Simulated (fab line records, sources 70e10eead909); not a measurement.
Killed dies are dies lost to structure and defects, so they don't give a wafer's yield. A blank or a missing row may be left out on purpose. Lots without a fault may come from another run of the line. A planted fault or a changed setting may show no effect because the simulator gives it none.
A struck lot beside a sound one | flow nand_harc | 14 steps out of a route of 1159
Sound: wafers L910.1, L910.4, L910.6. Struck: wafer L925.3. (L925.5 of the same lot was not struck and is left out.) The cause comes at the end.
At each step with rows: each side's tool, then ch and its chambers, then its first start. Under that, the readings that differ: sound wafers | struck wafers | difference of the means | sigmas: that difference in standard deviations of wafers without a fault.
alike: readings whose means differ by less than 2 such deviations, and words and numbers that are the same on both sides. not compared: withheld readings, readings that some wafer has no value for, bounds like >300 that may hide the same value, and numbers for which the record gives no deviation and whose values overlap.
The two part at a step that has a row with sigmas, a row that says differs or no value, or rows on one side only. Numbers that don't overlap but have no deviation are shown without sigmas and don't part them. A reading that every wafer of one side lacks parts them only if that side has two wafers or more.

NHARC_A_ZERO_WELL_INSPECT_17:
  sound on defect_inspect-01, day 7 00:13; struck on defect_inspect-01, day 10 16:49
  alike: raw_defect_count
then, 3 steps without rows for these wafers: NHARC_A_SOURCE_PLATE_PRECLEAN_00 (cleans in HF-LAST, time 60 s); NHARC_A_SOURCE_PLATE_SRD_01; NHARC_A_SOURCE_PLATE_OXIDE_02 (material SiO2, target thk 10 nm, ox time 1362 s).
NHARC_A_SOURCE_PLATE_THK_MEAS_09: measures by ellipsometry.
  sound on film_metro-02, day 7 07:40; struck on film_metro-01, day 11 00:17
  reading     | sound         | struck | difference | sigmas
  thk_nm (nm) | 10.9 12.5 9.7 | 7.9    | -3.1       | -3
then, 3 steps without rows for these wafers: NHARC_A_SOURCE_PLATE_PVD_04 (deposits WSi2, target thk 50 nm); NHARC_A_SOURCE_PLATE_CVD_03 (deposits poly-Si, target thk 200 nm, time 4000 s); NHARC_A_SOURCE_PLATE_ANNEAL_05 (time 1800 s).
NHARC_A_SOURCE_PLATE_THK_MEAS_06: measures by ellipsometry.
  sound on film_metro-01, day 7 20:47; struck on film_metro-02, day 11 13:41
  alike: thk_nm
NHARC_A_SOURCE_PLATE_INSPECT_08:
  sound on defect_inspect-01, day 7 20:52; struck on defect_inspect-02, day 11 13:45
  alike: raw_defect_count
NHARC_A_ONON_D1_DEP_00: target thk 1000 nm.
  sound on pecvd_onon-01 ch 0, day 7 20:55; struck on pecvd_onon-01 ch 0, day 11 13:56
NHARC_A_ONON_D1_THK_MEAS_02: measures by ellipsometry.
  sound on film_metro-02, day 7 21:26; struck on film_metro-02, day 11 14:20
  reading     | sound          | struck | difference | sigmas
  thk_nm (nm) | 1005 1006 1004 | 845    | -160       | -25
then, 1 step without rows for these wafers: NHARC_A_ONON_D1_DEP_03 (target thk 1000 nm).
-- the record jumps here: 12 days lie between the struck wafers' starts before and after (it left off in module A_ONON_D1 and takes up again in module END, whose first step shown is number 1159 of the route) --
NHARC_END_SORT_01:
  the record has rows for the struck wafers here (prober-01 ch 0, day 23 06:39) and none for the sound ones

WHERE THEY PART
First at NHARC_A_SOURCE_PLATE_THK_MEAS_09; last, within this record, at NHARC_END_SORT_01.

WHY: what the simulator had put in
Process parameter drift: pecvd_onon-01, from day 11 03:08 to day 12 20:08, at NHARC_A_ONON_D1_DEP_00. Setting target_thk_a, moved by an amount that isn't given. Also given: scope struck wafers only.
